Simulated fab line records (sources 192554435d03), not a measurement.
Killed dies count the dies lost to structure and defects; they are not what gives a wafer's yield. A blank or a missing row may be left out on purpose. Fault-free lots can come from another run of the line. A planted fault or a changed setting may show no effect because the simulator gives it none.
fab line records	flow n5Finfet
[record] lots = 10	wafers = 30	lastDay = 18
route steps=1938 shown BEOL_M11@1581 BEOL_M12@1602
lots with no fault: from the same line, run without faults
startH: hours from the record's opening day to when the first of the lot's shown wafers began	waitH: hours from the lot's prior step to this one	" identical to the entry in the row above	L1.1+2: a single row standing in for several wafers	- either no value or no given start	* or withheld: withheld	< > ~ a bound
route shown NAME@n: a module of which the file shows steps, and the number in the route of the first	usual: mean/standard deviation taken from wafers without a fault	same: alike in all rows	chamber/n: place in a boat	sites: readings site by site	_std_site: how widely they spread, as a standard deviation	_edge_site: the outer-site mean with the inner-site mean subtracted	radiusMm: for every site, how far away it sits from the centre of the wafer	mask NAME#n: copy n	behind: the last tool/chamber to shape the wafer	hold: what put the lot on hold/how long, in hours/how the hold closed	device: whichever transistor did not switch (one of n, p or np)	end of line: the tests these same wafers got at the end of their route	a step with no rows: only its recipe	killed: the dies lost at the first sort to structure and to defects; this is not the yield of the wafer	map: a wafer's dies, x killed, . not, _ none there
set.NAME: the setting the step ran with; set.NAME@STEP: the setting that earlier step ran with	model.NAME: the simulator's own value behind a step, which no gauge read
a sample of lots followed through the steps of the route, with each step as a table and each wafer as a row
services: the hour from which a tool's chamber was out of use, counted from the record's first day as startH (under 0 if before that day), plus the number of hours and why
[[steps]]
[step N5_BEOL_M11_OCD_MEAS_38]
[usual] trenchDepthNm = 148.8/2.5
lot.wafer	tool	chamber	startH	waitH	trenchDepthNm
L260.2	ocd-01	-	235.70	-	150.9
L260.4	"	-	"	"	147.7
L260.6	"	-	"	"	151.6
L262.1	ocd-01	-	247.01	-	149.2
L262.2	"	-	"	"	151.4
L262.5	"	-	"	"	149.8
L261.1	ocd-02	-	247.42	-	147.4
L261.2	"	-	"	"	146.1
L261.4	"	-	"	"	148.8
L265.3	ocd-02	-	262.40	-	146.1
L265.5	"	-	"	"	152.4
L265.6	"	-	"	"	147.4
L267.2	ocd-02	-	272.32	-	147.1
L267.4	"	-	"	"	148.5
L267.6	"	-	"	"	147.3
L275.1	ocd-01	-	317.20	-	146.6
L275.3	"	-	"	"	147.7
L275.4	"	-	"	"	146.6
L278.1	ocd-02	-	330.86	-	152.1
L278.3	"	-	"	"	147.4
L278.4	"	-	"	"	146.7
L276.2	ocd-02	-	338.96	-	150.5
L276.5	"	-	"	"	150.3
L276.6	"	-	"	"	146.6
L281.1	ocd-01	-	366.26	-	143.2
L281.4	"	-	"	"	148.9
L281.5	"	-	"	"	145.2
L282.1	ocd-01	-	377.30	-	144.7
L282.3	"	-	"	"	147.5
L282.5	"	-	"	"	147.2
[step N5_BEOL_M11_CD_MEAS_35]
[recipe] targetCdNm = 70	polarity = opening
[usual] cdNm = 70.1/0.53
lot.wafer	tool	chamber	startH	waitH	cdNm
L260.2	cdSem-03	-	235.86	0.0	70.5
L260.4	"	-	"	"	70.4
L260.6	"	-	"	"	71.4
L262.1	cdSem-02	-	247.26	0.0	71.3
L262.2	"	-	"	"	70.6
L262.5	"	-	"	"	70.2
L261.1	cdSem-02	-	247.59	0.0	70.0
L261.2	"	-	"	"	70.0
L261.4	"	-	"	"	70.0
L265.3	cdSem-02	-	262.56	0.0	70.9
L265.5	"	-	"	"	70.2
L265.6	"	-	"	"	70.0
L267.2	cdSem-02	-	272.48	0.0	69.8
L267.4	"	-	"	"	69.9
L267.6	"	-	"	"	69.8
L275.1	cdSem-03	-	317.35	0.0	69.6
L275.3	"	-	"	"	69.1
L275.4	"	-	"	"	69.3
L278.1	cdSem-02	-	331.02	0.0	68.9
L278.3	"	-	"	"	69.2
L278.4	"	-	"	"	68.8
L276.2	cdSem-03	-	339.12	0.0	69.7
L276.5	"	-	"	"	70.3
L276.6	"	-	"	"	70.5
L281.1	cdSem-01	-	366.41	0.0	71.2
L281.4	"	-	"	"	70.9
L281.5	"	-	"	"	70.8
L282.1	cdSem-03	-	377.45	0.0	69.6
L282.3	"	-	"	"	69.3
L282.5	"	-	"	"	69.0
[step N5_BEOL_M11_INSPECT_58]
[recipe] inspectInstrument = darkfield	mode = postDep
[usual] rawDefectCount = 64/22
lot.wafer	tool	chamber	startH	waitH	rawDefectCount
L260.2	defectInspect-01	-	238.55	0.0	65
L260.4	"	-	"	"	100
L260.6	"	-	"	"	59
L262.1	defectInspect-01	-	250.22	0.0	101
L262.2	"	-	"	"	88
L262.5	"	-	"	"	66
L261.1	defectInspect-01	-	250.47	0.0	32
L261.2	"	-	"	"	42
L261.4	"	-	"	"	55
L265.3	defectInspect-01	-	266.94	0.0	83
L265.5	"	-	"	"	38
L265.6	"	-	"	"	71
L267.2	defectInspect-02	-	276.16	0.0	38
L267.4	"	-	"	"	42
L267.6	"	-	"	"	37
L275.1	defectInspect-02	-	321.69	0.0	63
L275.3	"	-	"	"	53
L275.4	"	-	"	"	57
L278.1	defectInspect-01	-	334.06	0.0	89
L278.3	"	-	"	"	117
L278.4	"	-	"	"	53
L276.2	defectInspect-01	-	342.71	0.0	76
L276.5	"	-	"	"	121
L276.6	"	-	"	"	92
L281.1	defectInspect-02	-	369.09	0.0	21
L281.4	"	-	"	"	45
L281.5	"	-	"	"	23
L282.1	defectInspect-02	-	381.48	0.0	81
L282.3	"	-	"	"	89
L282.5	"	-	"	"	84
[step N5_BEOL_M12_ILD_DEP_00]
[recipe] material = SiOC	targetThkA = 6589.2	tempC = 350	precursor = DEMS/O2	pressureTorr = 5	rfW = 500	timeS = 130.7
[usual] heaterPowerW = 488/97	showerheadPlenumPTorr = 5.690/0.018	throttleValvePct = 11.5/0.71
lot.wafer	tool	chamber	startH	waitH	heaterPowerW	showerheadPlenumPTorr	throttleValvePct
L260.2	pecvd-02	0	238.58	0.0	558	5.688	11.6
L260.4	"	1	"	"	477	5.674	11.1
L260.6	"	0	"	"	446	5.680	11.5
L262.1	pecvd-02	2	250.25	0.0	530	5.697	11.0
L262.2	"	0	"	"	468	5.681	11.4
L262.5	"	0	"	"	506	5.680	11.6
L261.1	pecvd-04	0	250.51	0.0	391	5.693	11.7
L261.2	"	1	"	"	340	5.677	12.0
L261.4	"	2	"	"	624	5.712	10.2
L265.3	pecvd-02	0	266.98	0.0	473	5.674	11.3
L265.5	"	1	"	"	448	5.644	11.0
L265.6	"	2	"	"	588	5.706	11.2
L267.2	pecvd-02	0	276.20	0.0	504	5.684	11.5
L267.4	"	1	"	"	464	5.666	10.8
L267.6	"	0	"	"	530	5.682	11.2
L275.1	pecvd-04	2	321.73	0.0	615	5.722	10.5
L275.3	"	1	"	"	333	5.671	12.2
L275.4	"	2	"	"	499	5.724	10.5
L278.1	pecvd-01	1	334.09	0.0	486	5.676	11.6
L278.3	"	2	"	"	568	5.701	11.7
L278.4	"	1	"	"	513	5.684	11.3
L276.2	pecvd-04	0	342.75	0.0	342	5.694	11.7
L276.5	"	1	"	"	339	5.670	11.6
L276.6	"	2	"	"	566	5.709	10.7
L281.1	pecvd-01	2	369.13	0.0	565	5.696	11.7
L281.4	"	2	"	"	580	5.713	11.7
L281.5	"	0	"	"	617	5.702	13.1
L282.1	pecvd-04	0	381.51	0.0	397	5.674	11.6
L282.3	"	2	"	"	594	5.727	10.5
L282.5	"	0	"	"	311	5.672	11.5
[step N5_BEOL_M12_THK_MEAS_01]
[recipe] reads = SiOC_of_BEOL_M12_ILD_DEP_00
[usual] M12_ILD_THK = 661/8.3
lot.wafer	tool	chamber	startH	waitH	M12_ILD_THK[nm]
L260.2	filmMetro-02	-	238.71	0.1	646
L260.4	"	-	"	"	661
L260.6	"	-	"	"	666
L262.1	filmMetro-01	-	250.38	0.1	661
L262.2	"	-	"	"	658
L262.5	"	-	"	"	667
L261.1	filmMetro-01	-	250.64	0.1	661
L261.2	"	-	"	"	649
L261.4	"	-	"	"	665
L265.3	filmMetro-01	-	267.11	0.1	664
L265.5	"	-	"	"	670
L265.6	"	-	"	"	661
L267.2	filmMetro-02	-	276.38	0.1	692
L267.4	"	-	"	"	671
L267.6	"	-	"	"	692
L275.1	filmMetro-02	-	321.86	0.1	649
L275.3	"	-	"	"	652
L275.4	"	-	"	"	658
L278.1	filmMetro-02	-	334.22	0.1	651
L278.3	"	-	"	"	651
L278.4	"	-	"	"	662
L276.2	filmMetro-02	-	342.88	0.1	648
L276.5	"	-	"	"	662
L276.6	"	-	"	"	654
L281.1	filmMetro-01	-	369.26	0.1	659
L281.4	"	-	"	"	668
L281.5	"	-	"	"	663
L282.1	filmMetro-01	-	381.65	0.1	661
L282.3	"	-	"	"	659
L282.5	"	-	"	"	676
[step N5_BEOL_M12_STRIP_63]
[recipe] chemistry = N2/H2	powerW = 1000	tempC = 250	h2Frac = 0.65	overashFraction = 0.3	pressureMtorr = 1000	n2FlowSccm = 1750	h2FlowSccm = 3250
[usual] drypumpMotorCurrentA = 5.2/0.46	heaterPowerW = 336/50	oesProductAu = 0.692/0.0046	stripTimeToEndpointS = 42.4/0.78	tempC = 250.01/0.19
[same] overashFraction = 0.3
lot.wafer	tool	chamber	startH	waitH	drypumpMotorCurrentA	heaterPowerW	oesProductAu	rfHoursCounterH	stripTimeToEndpointS	tempC
L260.2	plasmaAsher-01	1	239.49	-	4.7	367	0.691	66	43.5	250.20
L260.4	"	1	"	"	4.7	368	0.688	-	42.6	250.18
L260.6	"	1	"	"	4.7	382	0.699	-	41.8	250.33
L262.1	plasmaAsher-01	1	251.28	-	4.7	375	0.694	71	42.7	250.15
L262.2	"	0	"	"	5.1	325	0.697	71	43.3	250.04
L262.5	"	0	"	"	5.1	318	0.695	-	42.1	249.85
L261.1	plasmaAsher-01	0	251.44	-	5.1	323	0.690	71	42.7	249.93
L261.2	"	1	"	"	4.7	374	0.693	71	43.1	250.04
L261.4	"	1	"	"	4.7	380	0.695	-	42.2	250.15
L265.3	plasmaAsher-02	0	267.93	-	5.7	364	0.691	-	42.9	249.70
L265.5	"	1	"	"	6.0	232	0.696	-	42.5	250.15
L265.6	"	0	"	"	5.7	380	0.696	-	43.0	250.18
L267.2	plasmaAsher-01	1	277.24	-	4.7	375	0.687	77	39.8	250.28
L267.4	"	1	"	"	4.7	366	0.688	-	41.2	250.33
L267.6	"	0	"	"	5.1	318	0.687	-	39.5	249.53
L275.1	plasmaAsher-01	1	322.66	-	4.7	384	0.691	86	43.8	249.82
L275.3	"	1	"	"	4.7	375	0.691	-	43.2	249.91
L275.4	"	0	"	"	5.1	324	0.694	-	43.0	249.91
L278.1	plasmaAsher-01	1	335.40	-	4.7	372	0.695	88	42.9	250.21
L278.3	"	1	"	"	4.7	375	0.699	-	42.4	250.14
L278.4	"	0	"	"	5.1	318	0.687	-	42.1	250.06
L276.2	plasmaAsher-01	1	343.56	-	4.7	378	0.696	90	43.6	250.35
L276.5	"	1	"	"	4.7	377	0.692	-	42.5	250.38
L276.6	"	0	"	"	5.1	329	0.689	-	43.1	249.76
L281.1	plasmaAsher-01	0	369.94	-	5.1	331	0.692	94	43.4	250.12
L281.4	"	0	"	"	5.1	325	0.685	-	42.1	250.09
L281.5	"	0	"	"	5.1	321	0.693	-	42.2	250.08
L282.1	plasmaAsher-01	1	382.92	-	4.7	376	0.689	96	42.8	249.99
L282.3	"	1	"	"	4.7	381	0.691	-	42.7	249.87
L282.5	"	0	"	"	5.1	323	0.684	-	41.3	249.70
[[services]]
tool	chamber	startH	hours	kind
pecvd-01	-	224.56	28.1	pm
plasmaAsher-02	-	227.36	28.1	pm
pecvd-04	0	258.64	22.5	repair
pecvd-02	2	274.35	22.4	repair
pecvd-04	0	281.17	2.1	scheduledDown
pecvd-01	1	284.50	5.5	scheduledDown
pecvd-04	0	298.85	17.7	repair
plasmaAsher-01	-	300.02	1.0	repair
pecvd-02	0	303.38	4.9	repair
pecvd-04	-	321.96	2.3	repair
plasmaAsher-01	-	346.36	2.7	repair
pecvd-02	1	375.39	12.3	repair
[[key]]
[firstSign] step = N5_BEOL_M12_THK_MEAS_01	reading = M12_ILD_THK	direction = up	sigmas = 3.7	usual = 661	struck = 692
[effect] step = N5_BEOL_M12_STRIP_63	reading = stripTimeToEndpointS	direction = down	sigmas = 3.5	usual = *	struck = *
metAt N5_BEOL_M12_ILD_DEP_00
struckLots L267
struckWafers L267.2,L267.6
notActingAt N5_BEOL_M11_OCD_MEAS_38,N5_BEOL_M11_CD_MEAS_35,N5_BEOL_M11_INSPECT_58
onsetBetween 266.98 276.20
[fault] kind = processParameterDrift	tool = pecvd-02	chamber = -	onsetH = 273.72	steps = N5_BEOL_M12_ILD_DEP_00	channel = targetThkA	offset = *	shape = step	endH = 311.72	scope = struckWafersOnly	actsIn = *	stated = *
